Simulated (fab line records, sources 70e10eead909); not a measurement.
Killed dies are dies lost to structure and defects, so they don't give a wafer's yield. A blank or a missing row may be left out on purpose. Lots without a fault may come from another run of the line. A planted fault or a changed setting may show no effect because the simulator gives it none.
Which tool did it? | flow nand_harc | 6 lots, 17 wafers sampled, at 1 step of a route of 1159

WHAT THE GAUGES READ, wafer by wafer
NHARC_A_ONON_D1_THK_MEAS_24: measures by ellipsometry.
lot  | measured     | on            | thk_nm (nm)
L957 | day 8 08:01  | film_metro-01 | 1012 1013 1010
L959 | day 8 21:58  | film_metro-01 | 998 1000 1000
L962 | day 9 10:22  | film_metro-02 | 1013 1012 1013
L963 | day 10 02:53 | film_metro-01 | 1011 1010 1012
L972 | day 12 10:48 | film_metro-01 | 1000 1002
L975 | day 12 18:00 | film_metro-02 | 995 995 994

WHICH TOOL RAN EACH LOT (tool, then ch and the chambers of the sampled wafers, then the start)
The record holds no process step before these readings.

THE ANSWER, worked out from the rows above alone
Rule: what is usual is taken from the lots themselves. Put in order of their means at a reading, lots are off if they are a third of the lots or fewer, leave a main group of 4 or more, and stand apart from it by a gap of 3 or more times the standard deviation of the main group's means; of several such gaps the widest counts. A main group whose means are all the same, to the digits that the tables above print for the reading, isn't used. A lot without any number at a reading at which 4 lots or more have one is off too. The other lots that the step has rows for count as sound.
No lot is off at any reading shown: from this, nothing can be told.

WHAT THE SIMULATOR HAD PUT IN
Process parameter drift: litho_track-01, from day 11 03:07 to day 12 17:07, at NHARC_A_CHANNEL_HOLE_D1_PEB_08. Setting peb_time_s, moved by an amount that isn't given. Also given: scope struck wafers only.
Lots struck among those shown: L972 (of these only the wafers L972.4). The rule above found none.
